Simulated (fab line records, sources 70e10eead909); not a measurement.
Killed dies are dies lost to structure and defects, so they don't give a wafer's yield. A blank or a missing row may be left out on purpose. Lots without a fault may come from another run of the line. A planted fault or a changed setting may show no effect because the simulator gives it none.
Which tool did it? | flow nand_harc | 11 lots, 33 wafers sampled, at 5 steps of a route of 1159

WHAT THE GAUGES READ, wafer by wafer
NHARC_END_SORT_01.
lot  | measured     | on        | defect_limited_yield (%) | killed_at_array | killed_at_other | killed_at_periphery | killed_dies | killed_open | killed_short | sort_bin_2_pct (%) | sort_bin_3_pct (%) | sort_bin_4_pct (%) | sort_n_pass | sort_rim_yield_pct (%) | sort_yield_pct (%)
L192 | day 19 21:44 | prober-02 | 95.7 95.4 97.3           | 28 29 17        | 1 0 0           | 0 2 1               | 29 31 18    | 3 4 7       | 2 3 1        | 1.6 1.6 0.6        | 0 0.15 0           | 2.7 2.8 2.1        | 648 646 659 | 98.1 98.1 98.1         | 95.7 95.4 97.3

WHICH TOOL RAN EACH LOT (tool, then ch and the chambers of the sampled wafers, then the start)
lot  | NHARC_A_M0_STRIP_18                | NHARC_A_M1_ETCH_28                 | NHARC_A_M1_PRE_CLEAN_30                 | NHARC_A_M1_PRE_CLEAN_32
L188 | rie_diel-02 ch 1,2,3, day 17 16:53 | rie_diel-06 ch 1,2,3, day 17 21:25 | pvd_sputter-02, day 17 23:26 or earlier | pecvd-04 ch 0,2, day 17 23:26
L189 | rie_diel-04 ch 0,1,3, day 18 04:40 | rie_diel-11 ch 0,1, day 18 08:54   | pvd_sputter-02, day 18 10:56 or earlier | pecvd-02 ch 0,1, day 18 10:56
L192 | rie_diel-04 ch 0,1, day 18 05:03   | rie_diel-01 ch 0,3, day 18 09:27   | pvd_sputter-03, day 18 11:28 or earlier | pecvd-02 ch 0,1,2, day 18 11:28
L190 | rie_diel-02 ch 0,2,3, day 18 09:47 | rie_diel-11 ch 0,1, day 18 14:10   | pvd_sputter-01, day 18 16:12 or earlier | pecvd-02 ch 0,1, day 18 16:12
L195 | rie_diel-04 ch 0,1,3, day 19 13:20 | rie_diel-01 ch 0,2, day 19 17:35   | pvd_sputter-01, day 19 19:40 or earlier | pecvd-04 ch 1,2, day 19 19:40
L198 | rie_diel-04 ch 0,1, day 20 03:11   | rie_diel-01 ch 0,1,2, day 20 07:34 | pvd_sputter-02, day 20 09:37 or earlier | pecvd-02 ch 0,1,2, day 20 09:37
L196 | rie_diel-07 ch 1,3, day 20 03:42   | rie_diel-11 ch 1,3, day 20 07:52   | pvd_sputter-01, day 20 10:02 or earlier | pecvd-01 ch 0,2, day 20 10:02
L202 | rie_diel-07 ch 0,1,2, day 21 13:31 | rie_diel-06 ch 2,3, day 21 18:11   | pvd_sputter-03, day 21 20:26 or earlier | pecvd-04 ch 0,1, day 21 20:26
L205 | rie_diel-02 ch 1,2,3, day 22 10:19 | rie_diel-01 ch 0,1,3, day 22 14:51 | pvd_sputter-02, day 22 17:19 or earlier | pecvd-01 ch 0,1,2, day 22 17:19
L209 | rie_diel-02 ch 1,2,3, day 23 01:41 | rie_diel-11 ch 0,2,3, day 23 06:04 | pvd_sputter-01, day 23 08:37 or earlier | pecvd-01 ch 0,1,2, day 23 08:37
L211 | rie_diel-07 ch 0,2,3, day 23 15:14 | rie_diel-06 ch 1,2,3, day 23 19:31 | pvd_sputter-03, day 23 21:40 or earlier | pecvd-01 ch 0,1,2, day 23 21:40
- NHARC_A_M0_STRIP_18: strips in N2/H2.
- NHARC_A_M1_ETCH_28: etches the open film in CF4/N2, target depth 30 nm, time 72.99 s.
- NHARC_A_M1_PRE_CLEAN_30: time 30 s.
- NHARC_A_M1_PRE_CLEAN_32: time 12 s.

WHAT THE TOOLS THEMSELVES READ (means of the sampled wafers that have a number; where no wafer has one, the mark that the record gives instead)
NHARC_A_M0_STRIP_18.
lot  | tool        | drypump_motor_current_A (A) | oes_product_au (a.u.) | rf_vpp_V (V) | showerhead_plenum_p_Torr (Torr) | throttle_valve_pct (%)
L188 | rie_diel-02 | 5.8                         | 1.000                 | 90.7         | 2.12                            | 14.169
L189 | rie_diel-04 | 5.3                         | 1.006                 | 91.0         | 2.08                            | 14.180
L192 | rie_diel-04 | 5.4                         | 0.999                 | 90.7         | 2.12                            | 14.177
L190 | rie_diel-02 | 5.7                         | 1.007                 | 91.7         | 2.12                            | 14.175
L195 | rie_diel-04 | 5.3                         | 1.005                 | 90.6         | 2.08                            | 14.171
L198 | rie_diel-04 | 5.3                         | 1.003                 | 91.3         | 2.12                            | 14.170
L196 | rie_diel-07 | 5.4                         | 1.003                 | 90.1         | 2.05                            | 14.159
L202 | rie_diel-07 | 5.6                         | 0.992                 | 90.5         | 1.98                            | 14.175
L205 | rie_diel-02 | 5.8                         | 0.994                 | 90.9         | 2.12                            | 14.171
L209 | rie_diel-02 | 5.8                         | 1.002                 | 91.7         | 2.12                            | 14.161
L211 | rie_diel-07 | 5.7                         | 0.982                 | 90.4         | 1.98                            | 14.166

NHARC_A_M1_ETCH_28.
lot  | tool        | drypump_motor_current_A (A) | oes_product_au (a.u.) | rf_vpp_V (V) | showerhead_plenum_p_Torr (Torr) | throttle_valve_pct (%)
L188 | rie_diel-06 | 5.6                         | 1.003                 | 313.1        | 2.57                            | 19.791
L189 | rie_diel-11 | 6.2                         | 0.998                 | 315.7        | 2.68                            | 19.794
L192 | rie_diel-01 | 6.1                         | 0.998                 | 313.4        | 2.59                            | 19.794
L190 | rie_diel-11 | 6.2                         | 0.998                 | 315.0        | 2.68                            | 19.793
L195 | rie_diel-01 | 5.8                         | 0.991                 | 312.3        | 2.51                            | 19.788
L198 | rie_diel-01 | 5.8                         | 1.000                 | 313.0        | 2.54                            | 19.800
L196 | rie_diel-11 | 5.9                         | 1.002                 | 314.9        | 2.68                            | 19.802
L202 | rie_diel-06 | 5.8                         | 0.998                 | 314.1        | 2.60                            | 19.792
L205 | rie_diel-01 | 6.1                         | 0.963                 | 312.2        | 2.58                            | 19.798
L209 | rie_diel-11 | 6.0                         | 1.011                 | 316.0        | 2.65                            | 19.801
L211 | rie_diel-06 | 5.6                         | 1.006                 | 313.3        | 2.56                            | 19.793

NHARC_A_M1_PRE_CLEAN_30.
lot  | tool           | heater_power_w (W)
L188 | pvd_sputter-02 | 464
L189 | pvd_sputter-02 | 428
L192 | pvd_sputter-03 | 416
L190 | pvd_sputter-01 | 364
L195 | pvd_sputter-01 | 384
L198 | pvd_sputter-02 | 458
L196 | pvd_sputter-01 | 386
L202 | pvd_sputter-03 | 465
L205 | pvd_sputter-02 | 463
L209 | pvd_sputter-01 | 394
L211 | pvd_sputter-03 | 375

NHARC_A_M1_PRE_CLEAN_32.
lot  | tool     | heater_power_w (W)
L188 | pecvd-04 | 635
L189 | pecvd-02 | 702
L192 | pecvd-02 | 697
L190 | pecvd-02 | 673
L195 | pecvd-04 | 589
L198 | pecvd-02 | 682
L196 | pecvd-01 | 639
L202 | pecvd-04 | 603
L205 | pecvd-01 | 636
L209 | pecvd-01 | 644
L211 | pecvd-01 | 646

THE ANSWER, worked out from the rows above alone
Rule: what is usual is taken from the lots themselves. Put in order of their means at a reading, lots are off if they are a third of the lots or fewer, leave a main group of 4 or more, and stand apart from it by a gap of 3 or more times the standard deviation of the main group's means; of several such gaps the widest counts. A main group whose means are all the same, to the digits that the tables above print for the reading, isn't used. A lot without any number at a reading at which 4 lots or more have one is off too. The other lots that the step has rows for count as sound. The gauges are gone through in route order, then the tools' own readings, and for those a lot's mean is taken as printed above. The first step at which some lot is off is used, and at that step the reading that is off furthest; a lot without a number counts as furthest.
Off: L205, at NHARC_A_M1_ETCH_28 (oes_product_au). The main group: mean 1.000 a.u., standard deviation 0.0051.
A tool fits if, at that step or a process step before it, it ran every lot that is off, and no sound lot after the first of them. One fits: rie_diel-01 at NHARC_A_M1_ETCH_28. Its last sound lot is L198 (day 20 07:34), its first lot that is off L205 (day 22 14:51): a fault that began between those two fits.
The tool's own readings at NHARC_A_M1_ETCH_28 bear it out: on the lots that are off they differ by more than 5 times the standard deviation of the sound lots' means. oes_product_au reads 0.963 a.u. there against 1.000 a.u. on the sound lots.

WHAT THE SIMULATOR HAD PUT IN
Process parameter drift: rie_diel-01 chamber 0, from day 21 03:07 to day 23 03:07, at NHARC_A_M1_ETCH_28. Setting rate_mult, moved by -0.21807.
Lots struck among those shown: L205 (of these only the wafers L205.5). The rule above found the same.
